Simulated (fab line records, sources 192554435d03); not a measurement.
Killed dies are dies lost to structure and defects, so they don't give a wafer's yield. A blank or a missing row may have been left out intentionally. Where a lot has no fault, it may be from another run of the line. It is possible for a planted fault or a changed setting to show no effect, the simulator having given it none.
fab line records | flow n5_finfet
record: lots: 4 wafers: 10 last_day: 18
route steps=1938 shown BEOL_M5@1120 PASSIVATION@1936
lots that met no fault: from a run of the same line without faults
start_h: start of the lot's first displayed wafer, in hours after the record's first day | wait_h: hours since the lot's step before | " unchanged from the row above | L1.1+2: several wafers, shown together as one row | - no value, or no start was given | * or withheld: withheld | < > ~ a bound
route shown NAME@n: names a module that has steps shown in the file, with the first one's number in the route | usual: mean and standard deviation over wafers with no fault | same: alike in all rows | chamber/n: place in a boat | sites: readings site by site | _std_site: standard deviation of those values | _edge_site: the outer-site mean with the inner-site mean subtracted | radius_mm: how far each site lies from the wafer's centre | mask NAME#n: copy n | behind: the last tool/chamber to shape the wafer | hold: what put the lot on hold/how long, in hours/how the hold closed | device: the transistor (n, p or np) that didn't switch | end of line: the same wafers' tests at the end of the route | a step without rows: its recipe alone | killed: count of dies lost to structure and defects at first sort (not the wafer's yield) | map: the dies of a wafer, with x for killed, . for not killed, _ for no die there
set.NAME: the setting as run; set.NAME@STEP: as run at that earlier step | model.NAME: the simulator's own value behind a step, which no gauge read
lots at some steps of the route; a table a step, a row a wafer
services: when a tool's chamber went out of use (start_h, in hours from the record's first day, below 0 if earlier), for how many hours, and the reason
== steps ==
step: N5_BEOL_M5_COAT_05
recipe: resist: CAR-EUV spin_rpm: 1500 resist_thk_nm: 30
step: N5_BEOL_M5_EBR_07
recipe: solvent: PGMEA ebr_width_mm: 1.5
step: N5_BEOL_M5_SOFTBAKE_06
recipe: temp_c: 110 time_s: 60 resist: CAR-EUV
step: N5_BEOL_M5_EXPOSE_08
recipe: mask_id: M5 na: 0.33 source_shape: annular sigma_inner: 0.4 sigma_outer: 0.8 polarization: unpolarized target_cd_nm: 28 dose_mj: 35.75
step: N5_BEOL_M5_PEB_09
recipe: peb_temp_c: 100 peb_time_s: 60 resist: CAR-EUV
step: N5_BEOL_M5_DEVELOP_10
recipe: develop_time_s: 30 developer: TMAH resist: CAR-EUV rinse_liquid: surfactant_rinse dry: air_spin dev_temp_c: 23
step: N5_BEOL_M5_DESCUM_16
recipe: chemistry: O2 time_s: 7 source_power_w: 50 bias_power_w: 20 pressure_mtorr: 20 rf_frequency_hz: 2.712e+07 temp_c: 40 resist: CAR-EUV o2_flow_sccm: 225
step: N5_BEOL_M5_ETCH_72
recipe: chemistry: N2/H2 target: underlayer target_depth_a: 65 mask_material: CAR-EUV time_s: 5.2 ion_energy_ev: 200 pressure_mtorr: 30 source_w: 840 bias_w: 150 n2_flow_sccm: 200 h2_flow_sccm: 200 ends: cleared
step: N5_BEOL_M5_ETCH_61
recipe: chemistry: CF4 target: SiARC target_depth_a: 156 mask_material: CAR-EUV time_s: 26 ion_energy_ev: 80 pressure_mtorr: 40 source_w: 545 bias_w: 36 Ar_flow_sccm: 100 cf4_flow_sccm: 100 ends: cleared
step: N5_BEOL_M5_ETCH_62
recipe: chemistry: N2/H2 target: SOC target_depth_a: 750 overetch_a: 150 mask_material: SiARC temp_c: 40 time_s: 112.5 ion_energy_ev: 200 pressure_mtorr: 30 source_w: 840 bias_w: 150 n2_flow_sccm: 200 h2_flow_sccm: 200
usual: drypump_motor_current_A: 5.83/0.22 n2_flow_sccm: 199.9/0.56 oes_product_au: 0.61/0.065 rf_vpp_V: 523.8/1.7 showerhead_plenum_p_Torr: 2.54/0.064 throttle_valve_pct: 17.9/0.3
columns lot.wafer tool chamber start_h wait_h drypump_motor_current_A n2_flow_sccm oes_product_au rf_hours_counter_h rf_vpp_V showerhead_plenum_p_Torr throttle_valve_pct model.SiARC_of_BEOL_M5_COAT_60.thk_nm model.BEOL_M5.cd_nm
L735.1 rie_diel-06 1 195.23 0.0 5.73 200.3 0.56 218 526.1 2.64 18.1 7 27.8
L735.4 " 3 " " 5.92 200.6 0.73 8 522.5 2.50 18.0 6.6 28.2
L735.6 " 2 " " 6.00 200.2 0.57 - 523.6 2.53 17.8 6.8 27.8
L743.4 rie_diel-06 0 245.30 0.0 5.87 199.6 0.69 41 524.0 2.48 17.7 5 29.2
L743.6 " 0 " " 5.82 199.4 0.69 - 522.9 2.48 17.7 7 27.8
L747.3 rie_diel-06 1 251.19 0.0 5.74 199.7 0.55 235 526.5 2.63 18.2 5 29.2
L747.5 " 0 " " 5.88 200.3 0.68 - 522.2 2.48 17.7 7 28.2
L753.1 rie_diel-01 0 320.97 0.0 5.66 199.8 0.66 87 523.4 2.54 17.3 6.8 28
L753.5 " 3 " " 5.57 199.5 0.54 - 522.9 2.50 17.7 7 28.6
L753.6 " 0 " " 5.69 200.6 0.66 - 524.6 2.54 17.3 6.8 28
step: N5_BEOL_M5_STRIP_63
recipe: chemistry: N2/H2 temp_c: 40 n2_flow_sccm: 200 h2_flow_sccm: 200 rf_frequency_hz: 6e+07
step: N5_BEOL_M5_STRIP_73
recipe: chemistry: N2/H2 temp_c: 40 n2_flow_sccm: 200 h2_flow_sccm: 200 rf_frequency_hz: 6e+07
step: N5_BEOL_M5_STRIP_64
recipe: chemistry: CF4 resist: SiARC power_w: 300 bias_power_w: 75 pressure_mtorr: 50 cf4_flow_sccm: 150 rf_frequency_hz: 6e+07
step: N5_BEOL_M5_HM_OPEN_17
recipe: chemistry: Cl2/BCl3 target_depth_a: 200 overetch_a: 60 target: TiN mask_material: SOC ion_energy_ev: 150 pressure_mtorr: 10 icp_w: 1000 bias_w: 126 Cl2_flow_sccm: 53.25 bcl3_flow_sccm: 21.75 Ar_flow_sccm: 25
step: N5_BEOL_M5_STRIP_19
recipe: chemistry: O2 power_w: 400 temp_c: 40 pressure_mtorr: 30 rf_frequency_hz: 6e+07 bias_power_w: 0 overash_fraction: 0.2 o2_flow_sccm: 225
step: N5_BEOL_M5_CD_MEAS_18
recipe: pitch_nm: 56 target_cd_nm: 28
usual: cd_nm: 28.0/0.37
columns lot.wafer tool chamber start_h wait_h cd_nm
L735.1 cd_sem-01 - 195.60 0.0 27.9
L735.4 " - " " 28.2
L735.6 " - " " 27.7
L743.4 cd_sem-02 - 245.74 0.0 29.5
L743.6 " - " " 27.6
L747.3 cd_sem-01 - 251.55 0.1 29.3
L747.5 " - " " 28.4
L753.1 cd_sem-01 - 321.32 0.0 28.3
L753.5 " - " " 28.8
L753.6 " - " " 28.4
step: N5_BEOL_M5_COAT_65
recipe: resist: SOC temp_c: 250 time_s: 60 spin_rpm: 1500 resist_thk_nm: 60
step: N5_BEOL_M5_COAT_66
recipe: resist: SiARC temp_c: 220 time_s: 60 spin_rpm: 1500 resist_thk_nm: 12
step: N5_BEOL_M5_COAT_74
recipe: resist: underlayer temp_c: 205 time_s: 60 spin_rpm: 1500 resist_thk_nm: 5
step: N5_BEOL_M5_COAT_22
recipe: resist: CAR-EUV spin_rpm: 1500 resist_thk_nm: 30
step: N5_BEOL_M5_EBR_24
recipe: solvent: PGMEA ebr_width_mm: 1.5
step: N5_BEOL_M5_SOFTBAKE_23
recipe: temp_c: 110 time_s: 60 resist: CAR-EUV
step: N5_BEOL_M5_EXPOSE_25
recipe: mask_id: V4 na: 0.33 source_shape: quasar sigma_inner: 0.2 sigma_outer: 0.6 polarization: unpolarized defocus_nm: 10 dose_mj: 52.75
step: N5_BEOL_M5_PEB_26
recipe: peb_temp_c: 100 peb_time_s: 60 resist: CAR-EUV
step: N5_BEOL_M5_DEVELOP_27
recipe: develop_time_s: 30 developer: TMAH resist: CAR-EUV rinse_liquid: surfactant_rinse dry: air_spin dev_temp_c: 23
step: N5_BEOL_M5_DESCUM_33
recipe: chemistry: O2 time_s: 7 source_power_w: 50 bias_power_w: 20 pressure_mtorr: 20 rf_frequency_hz: 2.712e+07 temp_c: 40 resist: CAR-EUV o2_flow_sccm: 225
step: N5_BEOL_M5_ETCH_75
recipe: chemistry: N2/H2 target: underlayer target_depth_a: 65 mask_material: CAR-EUV time_s: 5.2 ion_energy_ev: 200 pressure_mtorr: 30 source_w: 840 bias_w: 150 n2_flow_sccm: 200 h2_flow_sccm: 200 ends: cleared
step: N5_BEOL_M5_ETCH_67
recipe: chemistry: CF4 target: SiARC target_depth_a: 156 mask_material: CAR-EUV time_s: 26 ion_energy_ev: 80 pressure_mtorr: 40 source_w: 545 bias_w: 36 Ar_flow_sccm: 100 cf4_flow_sccm: 100 ends: cleared
step: N5_BEOL_M5_ETCH_68
recipe: chemistry: N2/H2 target: SOC target_depth_a: 800 overetch_a: 160 mask_material: SiARC temp_c: 40 time_s: 120 ion_energy_ev: 200 pressure_mtorr: 30 source_w: 840 bias_w: 150 n2_flow_sccm: 200 h2_flow_sccm: 200
step: N5_BEOL_M5_STRIP_69
recipe: chemistry: N2/H2 temp_c: 40 n2_flow_sccm: 200 h2_flow_sccm: 200 rf_frequency_hz: 6e+07
step: N5_BEOL_M5_STRIP_76
recipe: chemistry: N2/H2 temp_c: 40 n2_flow_sccm: 200 h2_flow_sccm: 200 rf_frequency_hz: 6e+07
step: N5_BEOL_M5_VIA_ETCH_34
recipe: chemistry: C4F6/O2 target: SiCOH_lowk target_depth_a: 883 mask_material: SOC taper_deg: 4 time_s: 39.2 ion_energy_ev: 250 pressure_mtorr: 30 source_w: 345 bias_w: 185 Ar_flow_sccm: 300 C4F6_flow_sccm: 10 O2_flow_sccm: 10
step: N5_BEOL_M5_STRIP_85
recipe: chemistry: C4F6/O2 resist: SiARC rf_frequency_hz: 6e+07
step: N5_BEOL_M5_STRIP_36
recipe: chemistry: N2/H2 power_w: 450 temp_c: 40 pressure_mtorr: 20 rf_frequency_hz: 6e+07 overash_fraction: 0.3 bias_power_w: 7 h2_frac: 0.5 n2_flow_sccm: 200 h2_flow_sccm: 200
step: N5_BEOL_M5_TRENCH_ETCH_37
recipe: chemistry: C4F6/O2 target_depth_a: 716.52 target: SiCOH_lowk time_s: 24.7 ion_energy_ev: 250 pressure_mtorr: 30 source_w: 345 bias_w: 185 Ar_flow_sccm: 300 C4F6_flow_sccm: 10 O2_flow_sccm: 10
step: N5_BEOL_M5_ETCH_41
recipe: chemistry: CH3F/O2 target: SiCN target_depth_a: 315 taper_deg: 2 time_s: 56.7 ion_energy_ev: 120 mask_material: TiN pressure_mtorr: 30 source_w: 395 bias_w: 75 Ar_flow_sccm: 150 CH3F_flow_sccm: 30 O2_flow_sccm: 20
usual: O2_flow_sccm: 20.01/0.061 drypump_motor_current_A: 5.84/0.27 oes_product_au: 0.76/0.087 rf_vpp_V: 297.4/1.3 showerhead_plenum_p_Torr: 2.01/0.066 throttle_valve_pct: 16.42/0.22
columns lot.wafer tool chamber start_h wait_h O2_flow_sccm drypump_motor_current_A oes_product_au rf_hours_counter_h rf_vpp_V showerhead_plenum_p_Torr throttle_valve_pct model.BEOL_M5.cd_nm
L735.1 rie_diel-02 3 - - 20.01 5.79 0.70 237 298.7 2.06 16.64 27.8
L735.4 " 0 " " 20.02 5.85 0.71 180 296.4 1.90 16.39 28.2
L735.6 " 1 " " 20.01 6.33 0.74 - 298.8 2.09 16.35 27.8
L743.4 rie_diel-01 3 - - 20.01 5.55 0.69 215 295.6 1.98 16.24 29
L743.6 " 0 " " 19.95 5.68 0.85 - 297.7 2.02 16.01 27.8
L747.3 rie_diel-02 1 - - 20.01 6.32 0.72 185 299.0 2.08 16.38 29.4
L747.5 " 2 " " 20.01 5.44 0.70 - 298.6 2.08 16.66 28.2
L753.1 rie_diel-06 3 - - 19.93 5.89 0.85 45 296.3 1.95 16.47 28.4
L753.5 " 2 " " 20.05 5.98 0.70 - 298.5 1.98 16.40 29
L753.6 " 0 " " 20.10 5.85 0.82 - 295.6 1.95 16.22 28.2
step: N5_PASSIVATION_PROBE_49
usual: defect_limited_yield: 91.0/1.4 killed_at_M0_to_M3: 36/10 killed_at_M4_up: 15/5 killed_at_contacts: 12/6.1 killed_at_front_end: 40/13 killed_at_other: 3.8/2.9 killed_dies: 106/16 killed_open: 68/12 killed_short: 35/8.2 sort_bin_5_function: 5.2/0.9 sort_bin_6_memory: 3.4/0.71 sort_n_pass: 1073/17 sort_yield_pct: 91.0/1.5
same: gross_dies: 1180 killed_at_back_side: 0 sort_bin_4_leakage[%]: 0 sort_bin_8_speed[%]: 0
columns lot.wafer tool chamber start_h wait_h defect_limited_yield[%] killed_at_M0_to_M3 killed_at_M4_up killed_at_contacts killed_at_front_end killed_at_other killed_dies killed_open killed_short sort_bin_5_function[%] sort_bin_6_memory[%] sort_n_pass sort_yield_pct[%]
L735.1 prober-02 - 296.87 0.0 89.1 25 22 18 61 3 129 89 37 5.9 4.7 1051 89.1
L735.4 prober-02 - 297.02 0.2 88.3 39 12 12 73 2 138 95 43 6.4 4.7 1042 88.3
L735.6 prober-02 - 297.12 0.3 89.1 33 7 20 66 3 129 94 33 6.9 4.0 1051 89.1
L743.4 prober-01 - 377.34 0.6 91.6 36 10 19 32 2 99 63 32 5.0 3.1 1081 91.6
L747.3 prober-01 - 377.59 0.8 88.8 28 16 14 70 4 132 79 50 7.3 3.6 1048 88.8
killed by level:class
L735.1 FIN_SAQP:geometric_particle:open=20 MOL_CONTACT_COAG:geometric_particle:open=14 STI_FIN_REVEAL:geometric_particle:open=12 FIN_SAQP:geometric_particle:short=10 BEOL_M4:geometric_particle:open=10 STI_FIN_REVEAL:geometric_particle:short=6 BEOL_M0_SAQP:geometric_particle:open=6 BEOL_M1:geometric_particle:open=5
L735.4 STI_FIN_REVEAL:geometric_particle:open=22 FIN_SAQP:geometric_particle:open=15 BEOL_M0_SAQP:geometric_particle:short=11 MOL_CONTACT_COAG:geometric_particle:open=10 BEOL_M0_SAQP:geometric_particle:open=9 GATE_CUT:geometric_particle:open=8 BEOL_M3:geometric_particle:open=8 FIN_SAQP:geometric_particle:short=7
L735.6 STI_FIN_REVEAL:geometric_particle:open=25 FIN_SAQP:geometric_particle:open=21 MOL_CONTACT_COAG:geometric_particle:open=14 BEOL_M0_SAQP:geometric_particle:open=11 BEOL_M0_SAQP:geometric_particle:short=8 FIN_SAQP:geometric_particle:short=6 MOL_CONTACT_COAG:geometric_particle:short=5 STI_FIN_REVEAL:geometric_particle:short=4
L743.4 MOL_CONTACT_COAG:geometric_particle:open=16 BEOL_M2:geometric_particle:open=10 ILD0:geometric_particle:short=6 BEOL_M1:geometric_particle:open=6 BEOL_M4:geometric_particle:open=6 BEOL_M0_SAQP:geometric_particle:short=5 FIN_SAQP:geometric_particle:short=4 BEOL_M0_SAQP:geometric_particle:open=4
L747.3 STI_FIN_REVEAL:geometric_particle:open=22 FIN_SAQP:geometric_particle:short=17 FIN_SAQP:geometric_particle:open=10 MOL_CONTACT_COAG:geometric_particle:open=9 BEOL_M0_SAQP:geometric_particle:open=8 BEOL_M3:geometric_particle:open=8 BEOL_M0_SAQP:geometric_particle:short=7 DUMMY_GATE:geometric_particle:open=5
== services ==
columns tool chamber start_h hours kind
rie_diel-02 - 174.85 0.5 repair
rie_diel-01 2 175.04 8.4 repair
rie_diel-02 1 176.31 7.1 repair
rie_diel-02 0 177.64 1.8 repair
rie_diel-01 2 193.75 29.0 repair
rie_diel-02 3 245.46 - clean
rie_diel-02 3 245.46 - consumable_replace:esc
rie_diel-02 3 245.46 - consumable_replace:focus_ring
rie_diel-02 3 245.46 23.3 scheduled_down
rie_diel-02 3 245.46 23.3 vent_cycle
rie_diel-06 - 256.20 0.5 repair
rie_diel-02 2 274.36 2.9 repair
rie_diel-01 1 284.52 11.2 repair
rie_diel-06 1 295.03 8.2 repair
rie_diel-06 1 311.64 - clean
rie_diel-06 1 311.64 - consumable_replace:focus_ring
rie_diel-06 1 311.64 15.2 scheduled_down
rie_diel-06 1 311.64 15.2 vent_cycle
== key ==
first_sign: step: N5_BEOL_M5_CD_MEAS_18 reading: cd_nm direction: up sigmas: 3.7 usual: 28.0 struck: 29.4
effect none on later readings
model_effect: step: N5_BEOL_M5_ETCH_62 value: SiARC_of_BEOL_M5_COAT_60.thk_nm without: 7 struck: 5
model_effect: step: N5_BEOL_M5_ETCH_41 value: BEOL_M5.cd_nm without: 28.3 struck: 29.2
met_at N5_BEOL_M5_ETCH_62
struck_wafers L743.4,L747.3
onset_between 195.23 245.30
fault: kind: process_parameter_drift tool: rie_diel-06 chamber: - onset_h: 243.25 steps: N5_BEOL_M5_ETCH_62 channel: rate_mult offset: 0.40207 shape: step end_h: 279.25 scope: struck_wafers_only
